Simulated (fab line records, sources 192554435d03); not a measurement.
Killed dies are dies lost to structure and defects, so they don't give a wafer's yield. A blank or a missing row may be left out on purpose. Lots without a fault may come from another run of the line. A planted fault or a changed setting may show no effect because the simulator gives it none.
A struck lot beside a sound one | flow n5_finfet | 32 steps out of a route of 1938
Sound: wafers L376.1, L376.2, L376.5. Struck: wafers L369.1, L369.4, L369.5. The cause comes at the end.
At each step with rows: each side's tool, then ch and its chambers, then its first start. Under that, the readings that differ: sound wafers | struck wafers | difference of the means | sigmas: that difference in standard deviations of wafers without a fault.
alike: readings whose means differ by less than 2 such deviations, and words and numbers that are the same on both sides. not compared: withheld readings, readings that some wafer has no value for, bounds like >300 that may hide the same value, and numbers for which the record gives no deviation and whose values overlap.
The two part at a step that has a row with sigmas, a row that says differs or no value, or rows on one side only. Numbers that don't overlap but have no deviation are shown without sigmas and don't part them. A reading that every wafer of one side lacks parts them only if that side has two wafers or more.

first, 10 steps without rows for these wafers: N5_SD_EPI_P_SRD_20 (time 30 s); N5_SD_EPI_P_PRECLEAN_51 (cleans in NF3:NH3, afs cycles 1, time 20 s, sublimation time 60 s); N5_SD_EPI_P_VAPOR_ETCH_44 (etches SiGe30 in NF3/Ar, time 3.3 s); N5_SD_EPI_P_EPI_21 (deposits SiGe:B, time 355 s); N5_SD_EPI_P_HM_STRIP_48 (strips SiNx in H3PO4, material SiNx, target depth 3 nm); N5_SD_EPI_P_SRD_49 (time 30 s); N5_SD_EPI_P_PRECLEAN_24 (cleans in O3/DIW, time 45 s); N5_SD_EPI_P_PRECLEAN_32 (cleans in dHF, time 10 s); N5_SD_EPI_P_PRECLEAN_33 (cleans in SC2, time 45 s); N5_SD_EPI_P_SRD_25 (time 30 s).
N5_SD_ACTIVATION_RTA_00: time 0 s.
  sound on rtp_anneal-02 ch 0, day 7 22:39; struck on rtp_anneal-01 ch 0, day 6 07:22
  reading             | sound             | struck               | difference | sigmas
  lamp_power_pct (%)  | 8.97 8.96 8.91    | 9.98 10.02 10.13     | +1.10      | +21
  lamp_zone_1_pct (%) | 8.933 8.930 8.930 | 9.966 10.005 10.003  | +1.060     | +46
  lamp_zone_2_pct (%) | 8.943 8.955 8.963 | 9.987 9.979 10.005   | +1.037     | +47
  lamp_zone_3_pct (%) | 8.959 8.948 8.948 | 9.993 9.995 9.970    | +1.034     | +49
  lamp_zone_4_pct (%) | 8.939 8.951 8.984 | 9.995 9.978 10.029   | +1.043     | +50
  lamp_zone_5_pct (%) | 8.979 8.943 8.963 | 9.987 10.010 10.000  | +1.037     | +43
  lamp_zone_6_pct (%) | 8.886 8.892 8.904 | 9.931 9.903 9.918    | +1.023     | +47
  lamp_zone_7_pct (%) | 9.353 9.329 9.373 | 10.452 10.480 10.476 | +1.118     | +49
  alike: wafer_temp_C_max
then, 19 steps without rows for these wafers: N5_SD_ACTIVATION_LSA_01 (time 0.0008 s); N5_ILD0_LINER_00 (material SiNx, target thk 4 nm, pulse time 1 s, purge time 2 s); N5_ILD0_FCVD_FILL_01 (material SiO2 flowable, target thk 200 nm, time 328.3 s); N5_ILD0_CURE_02 (time 1800 s); N5_ILD0_CMP_03 (polishes, stops on SiNx, t overpolish 1.9 s, target thk 197.38 nm); N5_ILD0_CMP_07 (polishes SiO2 flowable, stops on poly-Si, t overpolish 1.18 s, target thk 138.88 nm); N5_ILD0_PRECLEAN_10 (cleans in NF3:NH3, afs cycles 5, time 20 s, sublimation time 60 s); N5_ILD0_ALD_15 (deposits SiNx, target thk 24 nm, pulse time 1 s, ald cycles 480); N5_ILD0_CMP_12 (polishes SiNx, stops on poly-Si, t overpolish 6 s, target thk 17.67 nm); N5_SDB_HM_DEP_00 (deposits SiNx from SiH4/NH3/N2, target thk 40 nm, time 35.3 s); N5_SDB_COAT_03 (time 60 s, resist thk 100 nm); N5_SDB_COAT_04 (time 60 s, resist thk 18 nm); N5_SDB_COAT_05 (resist thk 90 nm); N5_SDB_EBR_07; N5_SDB_SOFTBAKE_06 (time 60 s); N5_SDB_EXPOSE_08 (exposes mask SDB); N5_SDB_PEB_09 (peb time 60 s); N5_SDB_DEVELOP_10 (develop time 30 s); N5_SDB_DESCUM_16 (chemistry O2, time 7.9 s).
-- the record jumps here: 5 days lie between the struck wafers' starts before and after (it left off in module SDB and takes up again in module BEOL_M4, whose first step shown is number 1111 of the route) --
N5_BEOL_M4_RC_MEAS_101:
  sound on prober-01 ch 0, day 12 22:38; struck on prober-01 ch 0, day 11 00:50
  no value came back on the struck wafers for any of 17 readings (CJ_N, DIBL_N (mV/V) and others); on the sound wafers CJ_N reads 4.40 4.48 4.40
  reading            | sound             | struck            | difference | sigmas
  DIBL_P (mV/V)      | 36.7 39.0 37.1    | 47.3 50.8 52.0    | +12.4      | +6
  IOFF_P (nA/um)     | 0.20 0.24 0.21    | 0.67 0.95 1.08    | +0.68      | +18
  IOFF_P_85C (nA/um) | 3.5 4.0 3.6       | 9.5 12.8 14.1     | +8.4       | +16
  IOFF_P_LIN (nA/um) | 0.094 0.108 0.098 | 0.270 0.344 0.361 | +0.225     | +16
  ION_P (uA/um)      | 461 472 466       | 512 528 527       | +56        | +7
  REXT_P (ohm.um)    | 101.0 99.4 99.9   | 83.3 82.0 80.8    | -18.1      | -7
  SS_P (mV/dec)      | 73.1 74.3 73.5    | 74.4 76.2 76.5    | +2.1       | +3
  VT_P (mV)          | -250 -247 -249    | -229 -226 -223    | +23        | +6
  VT_P_LVT (mV)      | -99 -95 -98       | -77 -72 -73       | +23        | +8
-- the record jumps here: 4 days lie between the struck wafers' starts before and after (it left off in module BEOL_M4 and takes up again in module PASSIVATION, whose first step shown is number 1936 of the route) --
N5_PASSIVATION_PROBE_49:
  sound on prober-02, day 17 14:58; struck on prober-01, day 15 06:24
  reading                | sound          | struck            | difference | sigmas
  killed_at_other        | 5 2 2          | 11 6 7            | +5         | +2
  sort_bin_4_leakage (%) | 0 0 0          | 93.22 91.69 91.69 | +92.20     | +99 or more
  sort_n_pass            | 1096 1105 1102 | 0 0 0             | -1101      | -61
  sort_yield_pct (%)     | 92.9 93.6 93.4 | 0 0 0             | -93        | -62
  alike: defect_limited_yield, killed_at_M0_to_M3, killed_at_M4_up, killed_at_contacts, killed_at_front_end, killed_dies, killed_open, killed_short, sort_bin_5_function, sort_bin_6_memory, sort_bin_8_speed

WHERE THEY PART
First at N5_SD_ACTIVATION_RTA_00; last, within this record, at N5_PASSIVATION_PROBE_49.

WHY: what the simulator had put in
Process parameter drift: rtp_anneal-01, from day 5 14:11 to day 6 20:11, at N5_SD_ACTIVATION_RTA_00. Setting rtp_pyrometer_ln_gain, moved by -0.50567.
